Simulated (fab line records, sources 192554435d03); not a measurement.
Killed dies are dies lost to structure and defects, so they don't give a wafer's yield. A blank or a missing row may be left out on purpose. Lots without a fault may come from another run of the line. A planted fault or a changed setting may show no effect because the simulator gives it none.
Chamber matching | flow n5_finfet | N5_BEOL_M11_CMP_52 on cmp-02: 4 sister chambers
The step polishes, stops on SiCOH lowk, t overpolish 7 s, target thk 140 nm. 4 wafers are shown with their chamber, then 7 later ones without.

WAFERS WITH THEIR CHAMBER
wafer  | chamber | motor_current_A (A)
L076.2 | 3       | 6.6
L090.4 | 2       | 5.1
L092.1 | 0       | 7.8
L092.4 | 1       | 6.1

WAFERS WITHOUT THEIR CHAMBER
wafer  | motor_current_A (A)
L092.6 | 7.7
L094.3 | 4.9
L094.4 | 7.9
L094.6 | 5.2
L097.3 | 6.8
L097.4 | 5.5
L097.6 | 5.2

WHICH CHAMBER EACH WENT THROUGH
wafer  | from the rows above     | in truth
L092.6 | 0                       | 0
L094.3 | 2                       | 2
L094.4 | 0                       | 0
L094.6 | 2                       | 2
L097.3 | 3                       | 3
L097.4 | can't be placed: 2 or 1 | 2
L097.6 | 2                       | 2
Placed correctly: 6 of 7. Can't be placed from these rows: 1 (the true chamber is among the candidates in 1). Placed wrongly: 0.
How it was worked out, from the rows above alone: a wafer's distance from a chamber is the root of the sum, over the readings, of the square of ((its reading less the chamber's mean) divided by the reading's scatter). The wafer belongs to the nearest chamber; if the next one is less than 2 further off, it can't be placed. A chamber's mean is the mean of its shown wafers. The scatter: with one shown wafer a chamber, the root of the mean of the squares of how far each hidden wafer lies from its nearest shown one.
